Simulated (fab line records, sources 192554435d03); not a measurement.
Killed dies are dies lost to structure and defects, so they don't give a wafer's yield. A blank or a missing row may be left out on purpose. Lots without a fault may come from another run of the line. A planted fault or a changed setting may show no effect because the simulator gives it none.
Chamber matching | flow n5_finfet | N5_BEOL_M5_PRE_CLEAN_77 on cvd_co-02: 3 sister chambers
The step time 15 s. 3 wafers are shown with their chamber, then 9 later ones without.

WAFERS WITH THEIR CHAMBER
wafer  | chamber | heater_power_w (W)
L085.4 | 0       | 81
L090.3 | 1       | 30
L090.5 | 2       | 104

WAFERS WITHOUT THEIR CHAMBER
wafer  | heater_power_w (W)
L091.3 | 106
L091.4 | 83
L091.6 | 31
L093.2 | 103
L093.5 | 102
L093.6 | 30
L095.1 | 83
L095.2 | 31
L095.3 | 103

WHICH CHAMBER EACH WENT THROUGH
wafer  | from the rows above | in truth
L091.3 | 2                   | 2
L091.4 | 0                   | 0
L091.6 | 1                   | 1
L093.2 | 2                   | 2
L093.5 | 2                   | 2
L093.6 | 1                   | 1
L095.1 | 0                   | 0
L095.2 | 1                   | 1
L095.3 | 2                   | 2
Placed correctly: 9 of 9. Can't be placed from these rows: 0. Placed wrongly: 0.
How it was worked out, from the rows above alone: a wafer's distance from a chamber is the root of the sum, over the readings, of the square of ((its reading less the chamber's mean) divided by the reading's scatter). The wafer belongs to the nearest chamber; if the next one is less than 2 further off, it can't be placed. A chamber's mean is the mean of its shown wafers. The scatter: with one shown wafer a chamber, the root of the mean of the squares of how far each hidden wafer lies from its nearest shown one.
